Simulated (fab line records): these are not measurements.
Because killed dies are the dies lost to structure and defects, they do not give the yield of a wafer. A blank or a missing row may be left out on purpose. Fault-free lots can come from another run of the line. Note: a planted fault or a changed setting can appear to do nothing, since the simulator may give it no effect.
Chamber matching    flow n5 finfet    N5_FIN_CUT_STRIP_22 on rie diel-05 has 4 sister chambers
The step strips in N2/H2. 16 wafers are shown with their chamber, then 8 later ones without.

WAFERS, EACH WITH ITS CHAMBER
wafer   chamber  drypump motor current A (A)  showerhead plenum p Torr (Torr)  throttle valve pct (%)
L075.2  3        5.6                          3.53                             18.8
L075.4  0        6.2                          3.21                             19.2
L075.5  1        5.7                          3.43                             19.2
L076.1  3        5.6                          3.53                             18.8
L076.3  0        6.2                          3.21                             19.3
L076.4  2        5.0                          3.52                             20.0
L081.1  2        5.0                          3.52                             20.0
L081.2  1        5.7                          3.43                             19.3
L081.3  0        6.1                          3.20                             19.2
L084.1  3        5.6                          3.52                             18.9
L084.3  0        6.2                          3.20                             19.3
L084.6  0        6.2                          3.20                             19.2
L085.2  3        5.6                          3.52                             18.8
L085.3  2        5.0                          3.51                             20.0
L085.6  1        5.7                          3.42                             19.2
L089.1  3        5.6                          3.52                             18.8

SIGNATURES, as means of the wafers listed above
reading                   chamber 0  chamber 1  chamber 2  chamber 3  scatter within a chamber
drypump motor current A   6.180      5.700      5.000      5.600      0.0258
showerhead plenum p Torr  3.2040     3.4267     3.5167     3.5240     0.00558
throttle valve pct        19.240     19.233     20.000     18.820     0.0471
Rule: for a wafer and a chamber, the distance is found by dividing, reading by reading, the gap between the wafer's reading and the chamber's mean by the reading's scatter, squaring, summing and taking the root. If the next closest chamber is less than 2 further off than the closest, the wafer can't be placed; otherwise it belongs to the closest. The scatter: take each reading less its chamber's mean, square it, sum over the shown wafers, divide by the number of wafers less the number of chambers, and take the root.

WAFERS WITH NO CHAMBER GIVEN
wafer   drypump motor current A (A)  showerhead plenum p Torr (Torr)  throttle valve pct (%)
L089.5  5.0                          3.51                             20.0
L089.6  6.1                          3.19                             19.3
L092.1  6.2                          3.19                             19.3
L092.2  5.0                          3.50                             20.1
L092.5  5.0                          3.50                             20.0
L094.2  5.0                          3.50                             20.1
L094.5  5.7                          3.41                             19.3
L094.6  5.0                          3.50                             20.0

EACH ONE'S CHAMBER
wafer   from the rows above  in truth
L089.5  2                    2
L089.6  0                    0
L092.1  0                    0
L092.2  2                    2
L092.5  2                    2
L094.2  2                    2
L094.5  1                    1
L094.6  2                    2
Correctly placed: 8 of 8. From these rows, 0 cannot be placed. Placed wrongly: 0.
